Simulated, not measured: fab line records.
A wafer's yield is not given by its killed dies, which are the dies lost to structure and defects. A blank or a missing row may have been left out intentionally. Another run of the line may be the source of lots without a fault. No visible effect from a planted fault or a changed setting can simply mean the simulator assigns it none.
The tool behind it: which one?	flow nand harc	6 lots, 18 wafers sampled, at 1 step of a route of 1159

== WHAT THE GAUGES SHOWED, per wafer ==
NHARC_A_SLIT_CD_MEAS_21.
lot	measured	on	cd nm (nm)
L398	day 15 02:27	cd sem-01	289.0 289.0 288.8
L404	day 16 11:52	cd sem-02	289.7 290.0 290.0
L405	day 17 03:53	cd sem-01	289.3 289.7 289.3
L411	day 18 15:34	cd sem-02	289.8 289.1 289.6
L418	day 20 03:20	cd sem-01	289.1 288.9 288.9
L419	day 20 12:07	cd sem-01	290.3 290.2 290.0

== EACH LOT AND THE TOOL THAT RAN IT (in order: tool; ch and the chambers of the sampled wafers; start) ==
Record: no process step prior to these readings.

== THE ANSWER, worked out from the rows above alone ==
Rule: usual is defined by the lots themselves. The widest of any qualifying gaps counts: lots, ordered by their means at a reading, are off when they make up no more than a third of the lots, leave a main group of 4 or more, and stand apart from it by 3 or more times the standard deviation of that group's means. A main group is skipped when, at the precision printed for the reading in the tables above, its means are all equal. Also off: a lot with no number at a reading for which 4 or more lots have one. The other lots that the step has rows for count as sound.
None of the lots is off at any reading shown; this tells nothing.

== WHAT WAS PUT IN BY THE SIMULATOR ==
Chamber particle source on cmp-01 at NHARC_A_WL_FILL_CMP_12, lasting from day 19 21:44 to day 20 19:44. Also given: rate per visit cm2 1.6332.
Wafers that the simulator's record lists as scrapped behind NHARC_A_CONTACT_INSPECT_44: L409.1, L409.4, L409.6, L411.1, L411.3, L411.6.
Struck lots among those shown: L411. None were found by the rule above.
